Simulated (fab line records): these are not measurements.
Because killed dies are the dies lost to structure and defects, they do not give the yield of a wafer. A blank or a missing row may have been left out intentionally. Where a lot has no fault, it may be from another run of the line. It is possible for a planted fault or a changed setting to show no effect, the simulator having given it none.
fab line records	flow nandHarc
record lots=24	wafers=72	lastDay=34
route steps=1302 shown P_CONTACT@238 P_M0@273 P_M1@298
lots untouched by any fault: they come from a run of this same line in which no faults occurred
startH: hours from the record's first day to the start of the lot's first wafer shown	waitH: hours since the lot's step before	" as in the row above	L1.1+2: a single row standing in for several wafers	- no value, or no start was given	* or withheld: withheld	< > ~ a bound
route shown NAME@n: names a module that has steps shown in the file, with the first one's number in the route	usual: the fault-free wafers' mean and standard deviation	same: alike in all rows	chamber/n: place in a boat	sites: readings site by site	_std_site: their standard deviation	_edge_site: outer sites' mean less inner sites'	radiusMm: for every site, how far away it sits from the centre of the wafer	mask NAME#n: copy n	behind: the most recent tool/chamber to have shaped the wafer	hold: why the lot went on hold/how many hours it stayed there/how the hold came to an end	device: names the non-switching transistor (n, p or np)	end of line: tests run on the same wafers once the route is complete	a step with no rows: only its recipe	killed: dies lost to structure and defects at the first sort, not the wafer's yield	map: shows each die of a wafer: x if killed, . if not, _ if none is there
set.NAME: setting as actually run; set.NAME@STEP: the setting as run at that earlier step	model.NAME: the simulator's own value behind a step, which no gauge read
route steps across a sampled set of lots; one table per step, one row per wafer
services: from which hour (startH, from the record's first day; less than 0 if before it) a tool's chamber was out of use, for how many hours, and why
## steps
# step NHARC_P_CONTACT_ETCH_18
# recipe targetDepthA=4810	timeS=240.5	c4f8FlowSccm=20	o2FlowSccm=10	arFlowSccm=withheld	rfW=600	biasW=1500	chemistry=C4F8/O2/Ar
# usual oesProductAu=0.956/0.021	rfVppV=982/4.4
lot.wafer	tool	chamber	startH	waitH	oesProductAu	rfHoursCounterH	rfVppV
L074.3	rieDiel-12	0	-	-	0.981	0.7	985
L074.4	"	2	"	"	0.955	0.6	972
L074.5	"	0	"	"	0.988	-	988
L075.2	rieDiel-12	3	-	-	0.933	0.6	982
L075.1	"	0	"	"	0.928	1.0	986
L075.6	"	0	"	"	0.923	-	986
L076.3	rieDiel-12	3	-	-	1.000	1.3	982
L076.4	"	0	"	"	0.985	1.8	986
L076.5	"	2	"	"	0.958	-	973
L077.3	rieDiel-02	2	-	-	0.940	2.8	986
L077.1	"	3	"	"	0.964	2.8	985
L077.2	"	0	"	"	0.974	2.4	980
L078.1	rieDiel-07	3	-	-	0.940	2.3	981
L078.2	"	0	"	"	0.930	2.0	984
L078.6	"	1	"	"	0.927	-	986
L079.2	rieDiel-07	0	-	-	0.962	2.6	984
L079.3	"	1	"	"	0.969	2.3	987
L079.5	"	3	"	"	0.976	-	982
L080.3	rieDiel-12	3	-	-	0.964	2.1	985
L080.2	"	1	"	"	0.980	2.8	981
L080.4	"	2	"	"	0.958	2.5	972
L081.2	rieDiel-07	3	-	-	0.962	3.8	979
L081.4	"	1	"	"	0.972	3.6	987
L081.1	"	2	"	"	0.981	3.2	973
L082.1	rieDiel-12	1	-	-	0.939	3.3	981
L082.3	"	2	"	"	0.933	3.0	975
L082.5	"	3	"	"	0.922	-	984
L083.3	rieDiel-02	3	-	-	0.983	4.0	984
L083.1	"	0	"	"	0.952	3.5	980
L083.6	"	3	"	"	0.979	-	986
L084.1	rieDiel-12	2	-	-	0.916	3.7	973
L084.2	"	3	"	"	0.918	3.5	984
L084.3	"	0	"	"	0.925	3.2	986
L085.1	rieDiel-02	0	-	-	0.976	0.3	978
L085.2	"	3	"	"	0.959	0.2	984
L085.5	"	1	"	"	0.971	-	983
L086.3	rieDiel-12	0	-	-	0.980	3.6	988
L086.2	"	3	"	"	0.984	3.8	983
L086.5	"	0	"	"	0.978	-	985
L087.2	rieDiel-02	2	-	-	0.952	0.9	986
L087.6	"	3	"	"	0.947	-	985
L087.5	"	0	"	"	0.970	-	978
L089.3	rieDiel-07	3	-	-	0.975	7.9	981
L089.2	"	0	"	"	0.961	7.1	984
L089.1	"	1	"	"	0.974	8.6	988
L088.2	rieDiel-02	1	-	-	0.965	1.3	983
L088.3	"	2	"	"	0.953	1.2	984
L088.5	"	3	"	"	0.964	-	986
L090.3	rieDiel-12	1	-	-	0.964	0.3	980
L090.5	"	3	"	"	0.976	-	981
L090.6	"	2	"	"	0.967	-	973
L091.4	rieDiel-02	2	-	-	0.966	2.1	985
L091.3	"	3	"	"	0.964	2.3	986
L091.1	"	0	"	"	0.987	1.7	980
L092.4	rieDiel-12	3	-	-	0.964	1.2	983
L092.1	"	0	"	"	0.920	0.3	987
L092.3	"	2	"	"	0.957	1.2	973
L093.2	rieDiel-02	2	-	-	0.985	3.0	985
L093.4	"	1	"	"	0.969	3.0	983
L093.5	"	2	"	"	0.975	-	985
L094.3	rieDiel-02	1	-	-	0.932	3.5	985
L094.1	"	3	"	"	0.919	3.5	986
L094.4	"	0	"	"	0.919	2.8	977
L095.3	rieDiel-07	3	-	-	0.954	2.1	981
L095.1	"	0	"	"	0.945	1.9	983
L095.5	"	3	"	"	0.956	-	981
L096.3	rieDiel-07	2	-	-	0.952	2.1	975
L096.4	"	0	"	"	0.964	2.2	982
L096.1	"	1	"	"	0.971	2.0	988
L097.3	rieDiel-12	1	-	-	0.927	2.3	981
L097.6	"	2	"	"	0.936	-	974
L097.4	"	1	"	"	0.925	-	981
# step NHARC_P_M0_PRE_CLEAN_29
# recipe timeS=30	tempC=280	gas=H2/He
# usual heaterPowerW=397/38	susceptorTempC=280.02/0.18
lot.wafer	tool	chamber	startH	waitH	heaterPowerW	susceptorTempC
L074.4	pvdSputter-03	-	-	-	370	279.75
L074.3	"	-	"	"	385	279.90
L074.5	"	-	"	"	375	280.26
L075.2	pvdSputter-02	-	-	-	423	279.98
L075.1	"	-	"	"	328	279.99
L075.6	"	-	"	"	428	280.01
L076.3	pvdSputter-03	-	-	-	374	279.75
L076.4	"	-	"	"	389	279.94
L076.5	"	-	"	"	376	280.08
L077.1	pvdSputter-02	-	-	-	346	279.90
L077.3	"	-	"	"	427	279.98
L077.2	"	-	"	"	416	280.40
L078.1	pvdSputter-02	-	-	-	434	279.79
L078.2	"	-	"	"	342	279.98
L078.6	"	-	"	"	427	279.95
L079.2	pvdSputter-01	-	-	-	463	280.08
L079.3	"	-	"	"	397	280.09
L079.5	"	-	"	"	372	279.81
L080.4	pvdSputter-03	-	-	-	339	279.72
L080.2	"	-	"	"	399	280.00
L080.3	"	-	"	"	355	280.00
L081.4	pvdSputter-03	-	-	-	389	279.98
L081.2	"	-	"	"	384	280.26
L081.1	"	-	"	"	372	280.22
L082.1	pvdSputter-02	-	-	-	424	280.14
L082.3	"	-	"	"	439	280.36
L082.5	"	-	"	"	341	280.11
L083.3	pvdSputter-01	-	-	-	394	280.19
L083.1	"	-	"	"	465	280.15
L083.6	"	-	"	"	451	280.05
L084.2	pvdSputter-02	-	-	-	443	280.01
L084.1	"	-	"	"	335	279.84
L084.3	"	-	"	"	444	279.91
L085.1	pvdSputter-02	-	-	-	446	279.96
L085.2	"	-	"	"	343	279.88
L085.5	"	-	"	"	438	279.85
L086.3	pvdSputter-03	-	-	-	396	279.98
L086.2	"	-	"	"	380	279.91
L086.5	"	-	"	"	346	280.36
L087.2	pvdSputter-02	-	-	-	341	-
L087.6	"	-	"	"	450	-
L087.5	"	-	"	"	412	-
L089.3	pvdSputter-01	-	-	-	358	279.95
L089.1	"	-	"	"	437	280.06
L089.2	"	-	"	"	446	280.19
L088.3	pvdSputter-01	-	-	-	365	280.21
L088.2	"	-	"	"	443	279.97
L088.5	"	-	"	"	374	280.09
L090.3	pvdSputter-03	-	-	-	370	279.83
L090.6	"	-	"	"	390	280.04
L090.5	"	-	"	"	373	280.10
L091.4	pvdSputter-02	-	-	-	435	279.88
L091.1	"	-	"	"	353	280.06
L091.3	"	-	"	"	449	280.05
L092.4	pvdSputter-01	-	-	-	365	280.04
L092.1	"	-	"	"	368	280.14
L092.3	"	-	"	"	459	280.01
L093.2	pvdSputter-02	-	-	-	350	280.13
L093.4	"	-	"	"	436	279.78
L093.5	"	-	"	"	433	279.81
L094.3	pvdSputter-03	-	-	-	402	280.37
L094.1	"	-	"	"	381	280.13
L094.4	"	-	"	"	374	279.84
L095.1	pvdSputter-03	-	-	-	380	280.27
L095.3	"	-	"	"	369	280.23
L095.5	"	-	"	"	398	280.17
L096.3	pvdSputter-01	-	-	-	371	280.24
L096.4	"	-	"	"	451	279.88
L096.1	"	-	"	"	439	279.82
L097.3	pvdSputter-01	-	-	-	365	280.39
L097.4	"	-	"	"	455	279.97
L097.6	"	-	"	"	443	279.83
# step NHARC_P_M0_PVD_21
# recipe targetThkA=300	chamberPressurePa=5	powerW=5000	substrateTempC=30	timeS=20.49	material=Cu
# usual throttleValvePct=29.4/1.3
lot.wafer	tool	chamber	startH	waitH	throttleValvePct
L074.3	pvdSputter-03	-	-	-	28.8
L074.4	"	-	"	"	29.1
L074.5	"	-	"	"	30.0
L075.2	pvdSputter-02	-	-	-	30.0
L075.1	"	-	"	"	30.4
L075.6	"	-	"	"	29.9
L076.3	pvdSputter-03	-	-	-	29.4
L076.4	"	-	"	"	30.1
L076.5	"	-	"	"	29.0
L077.1	pvdSputter-02	-	-	-	29.7
L077.2	"	-	"	"	30.6
L077.3	"	-	"	"	29.8
L078.2	pvdSputter-02	-	-	-	30.4
L078.1	"	-	"	"	29.0
L078.6	"	-	"	"	30.8
L079.2	pvdSputter-01	-	-	-	30.3
L079.3	"	-	"	"	30.1
L079.5	"	-	"	"	30.1
L080.4	pvdSputter-03	-	-	-	26.4
L080.2	"	-	"	"	30.9
L080.3	"	-	"	"	29.0
L081.2	pvdSputter-03	-	-	-	26.7
L081.4	"	-	"	"	31.1
L081.1	"	-	"	"	28.7
L082.1	pvdSputter-02	-	-	-	30.1
L082.3	"	-	"	"	30.3
L082.5	"	-	"	"	29.8
L083.1	pvdSputter-01	-	-	-	27.6
L083.3	"	-	"	"	30.0
L083.6	"	-	"	"	30.1
L084.2	pvdSputter-02	-	-	-	29.8
L084.3	"	-	"	"	30.8
L084.1	"	-	"	"	29.9
L085.1	pvdSputter-02	-	-	-	30.6
L085.2	"	-	"	"	29.8
L085.5	"	-	"	"	29.1
L086.2	pvdSputter-03	-	-	-	30.1
L086.3	"	-	"	"	31.1
L086.5	"	-	"	"	29.1
L087.2	pvdSputter-02	-	-	-	29.6
L087.6	"	-	"	"	30.4
L087.5	"	-	"	"	30.0
L089.3	pvdSputter-01	-	-	-	27.3
L089.1	"	-	"	"	31.0
L089.2	"	-	"	"	30.2
L088.2	pvdSputter-01	-	-	-	30.3
L088.3	"	-	"	"	30.9
L088.5	"	-	"	"	29.1
L090.3	pvdSputter-03	-	-	-	26.7
L090.5	"	-	"	"	30.1
L090.6	"	-	"	"	26.7
L091.4	pvdSputter-02	-	-	-	29.1
L091.1	"	-	"	"	30.1
L091.3	"	-	"	"	29.8
L092.4	pvdSputter-01	-	-	-	30.7
L092.1	"	-	"	"	29.0
L092.3	"	-	"	"	30.3
L093.4	pvdSputter-02	-	-	-	29.7
L093.2	"	-	"	"	28.9
L093.5	"	-	"	"	29.8
L094.3	pvdSputter-03	-	-	-	29.9
L094.4	"	-	"	"	26.7
L094.1	"	-	"	"	28.9
L095.1	pvdSputter-03	-	-	-	30.2
L095.3	"	-	"	"	26.6
L095.5	"	-	"	"	31.1
L096.4	pvdSputter-01	-	-	-	31.0
L096.1	"	-	"	"	29.3
L096.3	"	-	"	"	30.2
L097.3	pvdSputter-01	-	-	-	30.9
L097.4	"	-	"	"	29.0
L097.6	"	-	"	"	30.6
# step NHARC_P_M0_ANNEAL_30
# recipe tempC=225	timeS=90
# usual annealTempC=225.01/0.2	wafer_temp_C_max=226.01/0.28
lot.wafer	tool	chamber	startH	waitH	annealTempC	wafer_temp_C_max
L074.3	rtpAnneal-02	0	128.17	-	225.28	225.79
L074.4	"	0	"	"	225.25	225.89
L074.5	"	0	"	"	225.08	226.02
L075.1	rtpAnneal-02	0	131.26	-	225.05	225.90
L075.2	"	0	"	"	225.10	225.88
L075.6	"	0	"	"	225.18	225.98
L076.3	rtpAnneal-02	0	142.87	0.3	224.66	226.06
L076.4	"	0	"	"	224.61	225.88
L076.5	"	0	"	"	224.82	226.07
L077.1	rtpAnneal-01	0	156.44	-	225.44	226.13
L077.2	"	0	"	"	225.36	226.00
L077.3	"	0	"	"	225.08	225.71
L078.1	rtpAnneal-02	0	158.90	0.3	224.96	226.07
L078.2	"	0	"	"	224.97	226.29
L078.6	"	0	"	"	224.80	226.70
L079.2	rtpAnneal-02	0	174.28	0.4	224.49	226.07
L079.3	"	0	"	"	224.66	225.72
L079.5	"	0	"	"	224.80	226.50
L080.2	rtpAnneal-01	0	186.19	0.3	225.31	225.86
L080.3	"	0	"	"	225.07	225.67
L080.4	"	0	"	"	224.94	225.71
L081.1	rtpAnneal-02	0	188.46	-	225.31	225.82
L081.2	"	0	"	"	225.07	226.30
L081.4	"	0	"	"	225.23	226.41
L082.1	rtpAnneal-01	0	206.23	0.3	224.84	225.90
L082.3	"	0	"	"	225.00	225.36
L082.5	"	0	"	"	225.09	225.73
L083.1	rtpAnneal-02	0	209.45	0.3	225.37	226.18
L083.3	"	0	"	"	225.09	225.93
L083.6	"	0	"	"	225.33	225.83
L084.1	rtpAnneal-02	0	229.50	-	225.02	225.90
L084.2	"	0	"	"	224.97	225.81
L084.3	"	0	"	"	224.96	225.48
L085.1	rtpAnneal-01	0	234.31	0.3	224.94	226.01
L085.2	"	0	"	"	224.83	225.99
L085.5	"	0	"	"	224.89	225.93
L086.2	rtpAnneal-02	0	240.24	-	225.07	226.29
L086.3	"	0	"	"	225.05	226.45
L086.5	"	0	"	"	224.97	225.80
L087.2	rtpAnneal-01	0	270.79	-	224.91	225.75
L087.5	"	0	"	"	225.22	225.96
L087.6	"	0	"	"	225.07	225.71
L089.1	rtpAnneal-02	0	270.96	0.3	224.90	226.09
L089.2	"	0	"	"	225.00	226.39
L089.3	"	0	"	"	224.89	226.37
L088.2	rtpAnneal-02	0	272.17	0.3	225.09	225.72
L088.3	"	0	"	"	225.17	226.09
L088.5	"	0	"	"	224.91	226.05
L090.3	rtpAnneal-01	0	288.65	-	224.99	225.85
L090.5	"	0	"	"	225.15	225.79
L090.6	"	0	"	"	225.03	225.84
L091.1	rtpAnneal-02	0	293.44	0.3	225.31	225.98
L091.3	"	0	"	"	225.01	225.97
L091.4	"	0	"	"	225.12	226.29
L092.1	rtpAnneal-01	0	311.38	0.3	225.03	225.72
L092.3	"	0	"	"	224.86	225.93
L092.4	"	0	"	"	225.11	225.74
L093.2	rtpAnneal-02	0	321.88	-	225.01	226.25
L093.4	"	0	"	"	224.92	226.56
L093.5	"	0	"	"	225.26	225.71
L094.1	rtpAnneal-02	0	329.23	0.3	224.71	225.98
L094.3	"	0	"	"	224.75	225.89
L094.4	"	0	"	"	224.98	225.95
L095.1	rtpAnneal-02	0	341.17	0.3	224.87	225.99
L095.3	"	0	"	"	224.94	226.40
L095.5	"	0	"	"	224.69	226.24
L096.1	rtpAnneal-02	0	344.34	-	225.21	226.21
L096.3	"	0	"	"	225.18	226.35
L096.4	"	0	"	"	224.81	225.81
L097.3	rtpAnneal-01	0	356.65	0.3	225.14	226.02
L097.4	"	0	"	"	225.24	225.67
L097.6	"	0	"	"	224.88	225.74
# step NHARC_P_M1_DESCUM_14
# recipe timeS=3	o2FlowSccm=200	arFlowSccm=0	biasPowerW=0	chemistry=O2
# usual drypumpMotorCurrentA=5.8/0.5	oesProductAu=0.999/0.01	rfVppV=57.8/0.92	showerheadPlenumPTorr=1.92/0.087	throttleValvePct=11.309/0.0085
lot.wafer	tool	chamber	startH	waitH	drypumpMotorCurrentA	oesProductAu	rfHoursCounterH	rfVppV	showerheadPlenumPTorr	throttleValvePct
L074.3	rieDiel-01	2	130.47	0.1	5.1	0.992	8	57.2	1.81	11.306
L074.4	"	0	"	"	5.6	1.013	8	57.5	1.91	11.308
L074.5	"	2	"	"	5.1	0.996	-	56.4	1.81	11.305
L075.1	rieDiel-10	0	133.53	0.1	5.3	0.993	3	58.2	2.02	11.315
L075.2	"	2	"	"	5.9	1.007	2	58.3	1.96	11.313
L075.6	"	0	"	"	5.3	0.994	-	58.8	2.02	11.311
L076.3	rieDiel-01	1	145.20	0.1	6.5	1.006	10	56.5	1.82	11.322
L076.4	"	3	"	"	5.3	1.000	9	58.5	1.97	11.309
L076.5	"	1	"	"	6.5	1.004	-	57.6	1.82	11.313
L077.1	rieDiel-10	0	158.85	0.1	5.2	0.992	5	57.0	2.01	11.297
L077.2	"	1	"	"	6.5	1.010	5	57.4	1.86	11.307
L077.3	"	2	"	"	5.9	1.006	4	58.9	1.96	11.305
L078.2	rieDiel-01	3	161.28	0.1	5.3	1.004	10	59.5	1.97	11.320
L078.1	"	0	"	"	5.6	1.006	11	57.7	1.91	11.317
L078.6	"	3	"	"	5.3	1.004	-	57.7	1.97	11.312
L079.3	rieDiel-10	3	176.62	0.1	5.6	1.018	6	60.5	2.03	11.315
L079.2	"	0	"	"	5.3	0.979	6	58.4	2.02	11.310
L079.5	"	3	"	"	5.6	1.008	-	57.4	2.04	11.315
L080.2	rieDiel-13	1	188.53	0.1	6.6	1.013	5	59.8	2.06	11.297
L080.3	"	2	"	"	5.7	0.994	4	57.5	2.08	11.302
L080.4	"	3	"	"	5.9	1.011	5	57.7	1.81	11.309
L081.2	rieDiel-10	3	190.84	0.1	5.6	1.009	6	59.5	2.03	11.295
L081.1	"	1	"	"	6.5	0.992	7	57.3	1.86	11.304
L081.4	"	2	"	"	5.9	1.010	-	58.1	1.96	11.307
L082.3	rieDiel-13	1	208.64	0.1	6.6	1.017	13	58.9	2.05	11.322
L082.1	"	2	"	"	5.7	0.996	12	59.0	2.07	11.326
L082.5	"	0	"	"	5.6	0.990	-	57.3	1.82	11.303
L083.3	rieDiel-10	0	211.97	0.1	5.2	0.973	7	56.4	2.02	11.307
L083.1	"	3	"	"	5.6	0.997	8	58.1	2.03	11.327
L083.6	"	1	"	"	6.5	0.994	-	57.2	1.86	11.313
L084.1	rieDiel-10	0	231.77	0.1	5.3	0.985	9	57.7	2.01	11.322
L084.2	"	2	"	"	5.9	0.991	7	57.7	1.96	11.313
L084.3	"	3	"	"	5.6	0.991	10	57.7	2.03	11.310
L085.1	rieDiel-01	1	236.75	0.1	6.5	0.991	2	56.4	1.82	11.311
L085.2	"	2	"	"	5.2	0.981	2	55.2	1.81	11.317
L085.5	"	0	"	"	5.6	0.992	-	57.0	1.91	11.313
L086.2	rieDiel-13	3	242.70	0.2	5.9	1.015	29	56.8	1.80	11.302
L086.3	"	0	"	"	5.6	0.979	29	57.9	1.82	11.313
L086.5	"	2	"	"	5.7	0.987	-	57.2	2.07	11.294
L087.2	rieDiel-01	1	273.21	0.1	6.5	0.998	4	56.8	1.82	11.296
L087.5	"	0	"	"	5.6	0.996	-	58.0	1.91	11.294
L087.6	"	1	"	"	6.5	0.990	-	58.9	1.82	11.320
L089.1	rieDiel-13	1	273.37	0.1	6.6	1.024	35	58.1	2.05	11.322
L089.3	"	2	"	"	5.7	0.988	35	57.6	2.06	11.297
L089.2	"	3	"	"	5.9	1.029	40	57.2	1.80	11.310
L088.3	rieDiel-10	0	274.49	0.1	5.2	0.990	2	58.3	2.01	11.306
L088.2	"	1	"	"	6.5	0.995	2	57.1	1.86	11.324
L088.5	"	2	"	"	5.9	0.992	-	59.0	1.95	11.307
L090.3	rieDiel-01	0	290.97	0.1	5.7	1.003	5	57.5	1.91	11.320
L090.5	"	1	"	"	6.5	0.996	-	59.2	1.82	11.301
L090.6	"	2	"	"	5.1	0.993	-	57.1	1.81	11.311
L091.4	rieDiel-10	3	295.86	0.1	5.6	0.995	1	57.5	2.03	11.320
L091.3	"	0	"	"	5.2	0.994	3	58.3	2.01	11.317
L091.1	"	1	"	"	6.5	1.003	3	57.5	1.86	11.310
L092.4	rieDiel-01	0	313.80	0.1	5.6	1.004	7	58.8	1.91	11.315
L092.3	"	1	"	"	6.5	0.994	7	57.1	1.82	11.310
L092.1	"	2	"	"	5.2	0.986	7	57.0	1.81	11.308
L093.4	rieDiel-01	3	324.33	0.1	5.3	1.007	8	59.4	1.96	11.300
L093.2	"	1	"	"	6.5	0.994	7	58.2	1.82	11.327
L093.5	"	3	"	"	5.3	0.998	-	57.3	1.96	11.324
L094.1	rieDiel-10	2	331.63	0.1	5.9	0.993	4	57.4	1.95	11.315
L094.3	"	3	"	"	5.6	0.999	5	58.0	2.03	11.309
L094.4	"	2	"	"	5.9	0.993	-	59.8	1.95	11.297
L095.1	rieDiel-01	3	343.51	0.1	5.4	0.992	12	57.3	1.96	11.308
L095.3	"	2	"	"	5.1	0.995	11	58.3	1.81	11.311
L095.5	"	0	"	"	5.7	0.999	-	58.6	1.91	11.294
L096.3	rieDiel-10	0	346.76	0.1	5.2	1.005	9	58.8	2.01	11.307
L096.1	"	1	"	"	6.5	1.009	8	58.0	1.85	11.315
L096.4	"	1	"	"	6.5	1.010	-	56.7	1.85	11.318
L097.4	rieDiel-01	3	358.93	0.1	5.3	0.985	12	58.2	1.96	11.297
L097.3	"	2	"	"	5.1	0.993	11	56.3	1.81	11.310
L097.6	"	0	"	"	5.6	1.003	-	58.8	1.91	11.294
# step NHARC_P_M1_PVD_21
# recipe targetThkA=300	chamberPressurePa=5	powerW=5000	substrateTempC=30	timeS=20.49	material=Cu
# usual throttleValvePct=29.4/1.2
lot.wafer	tool	chamber	startH	waitH	throttleValvePct
L074.3	pvdSputter-03	-	-	-	28.8
L074.4	"	-	"	"	27.0
L074.5	"	-	"	"	29.0
L075.1	pvdSputter-02	-	-	-	28.9
L075.2	"	-	"	"	29.7
L075.6	"	-	"	"	29.1
L076.4	pvdSputter-03	-	-	-	29.9
L076.3	"	-	"	"	29.0
L076.5	"	-	"	"	30.0
L077.3	pvdSputter-03	-	-	-	29.9
L077.1	"	-	"	"	27.1
L077.2	"	-	"	"	29.0
L078.1	pvdSputter-01	-	-	-	27.7
L078.2	"	-	"	"	29.9
L078.6	"	-	"	"	30.6
L079.3	pvdSputter-01	-	-	-	27.8
L079.2	"	-	"	"	29.9
L079.5	"	-	"	"	27.8
L080.4	pvdSputter-02	-	-	-	29.9
L080.2	"	-	"	"	29.7
L080.3	"	-	"	"	29.0
L081.4	pvdSputter-01	-	-	-	30.2
L081.1	"	-	"	"	27.6
L081.2	"	-	"	"	30.0
L082.1	pvdSputter-02	-	-	-	29.9
L082.3	"	-	"	"	29.1
L082.5	"	-	"	"	30.0
L083.1	pvdSputter-03	-	-	-	29.9
L083.3	"	-	"	"	26.5
L083.6	"	-	"	"	28.9
L084.2	pvdSputter-03	-	-	-	29.9
L084.1	"	-	"	"	26.7
L084.3	"	-	"	"	29.2
L085.2	pvdSputter-01	-	-	-	27.2
L085.1	"	-	"	"	29.2
L085.5	"	-	"	"	30.2
L086.2	pvdSputter-03	-	-	-	31.1
L086.3	"	-	"	"	29.9
L086.5	"	-	"	"	31.0
L087.2	pvdSputter-03	-	-	-	30.1
L087.6	"	-	"	"	30.9
L087.5	"	-	"	"	29.3
L089.1	pvdSputter-02	-	-	-	28.7
L089.2	"	-	"	"	30.5
L089.3	"	-	"	"	29.7
L088.2	pvdSputter-03	-	-	-	26.8
L088.3	"	-	"	"	31.1
L088.5	"	-	"	"	30.1
L090.3	pvdSputter-01	-	-	-	30.8
L090.5	"	-	"	"	29.2
L090.6	"	-	"	"	29.8
L091.4	pvdSputter-02	-	-	-	30.2
L091.3	"	-	"	"	29.8
L091.1	"	-	"	"	29.7
L092.3	pvdSputter-02	-	-	-	28.9
L092.1	"	-	"	"	30.3
L092.4	"	-	"	"	30.1
L093.2	pvdSputter-01	-	-	-	29.1
L093.4	"	-	"	"	30.4
L093.5	"	-	"	"	27.2
L094.1	pvdSputter-03	-	-	-	26.5
L094.3	"	-	"	"	31.2
L094.4	"	-	"	"	28.8
L095.1	pvdSputter-02	-	-	-	29.6
L095.3	"	-	"	"	29.7
L095.5	"	-	"	"	29.7
L096.1	pvdSputter-02	-	348.06	-	28.9
L096.3	"	-	"	"	29.8
L096.4	"	-	"	"	29.4
L097.4	pvdSputter-01	-	-	-	29.0
L097.3	"	-	"	"	27.2
L097.6	"	-	"	"	30.6
## services
tool	chamber	startH	hours	kind
rieDiel-10	2	102.96	8.8	repair
pvdSputter-02	-	104.07	10.0	pm
pvdSputter-02	-	150.74	3.4	repair
pvdSputter-02	-	172.72	1.0	repair
rieDiel-10	0	180.01	13.8	repair
pvdSputter-01	-	180.58	1.8	repair
rieDiel-12	0	189.20	18.0	repair
rieDiel-10	2	192.75	4.9	repair
rieDiel-01	-	203.84	9.0	pm
rieDiel-10	-	207.86	0.3	repair
rieDiel-10	2	212.57	17.4	repair
rieDiel-12	-	218.20	0.8	repair
rieDiel-01	-	225.73	0.3	repair
pvdSputter-01	-	226.04	10.0	pm
rieDiel-10	-	242.52	9.0	pm
rieDiel-10	3	252.51	23.4	repair
rieDiel-12	0	267.04	37.2	repair
rieDiel-12	-	268.44	9.0	pm
pvdSputter-02	-	282.07	10.0	pm
pvdSputter-02	-	295.20	1.3	repair
rieDiel-10	0	302.42	4.0	repair
rieDiel-10	2	310.43	17.7	repair
rieDiel-12	1	312.92	2.7	repair
pvdSputter-03	-	348.02	10.0	pm
## key
fault none
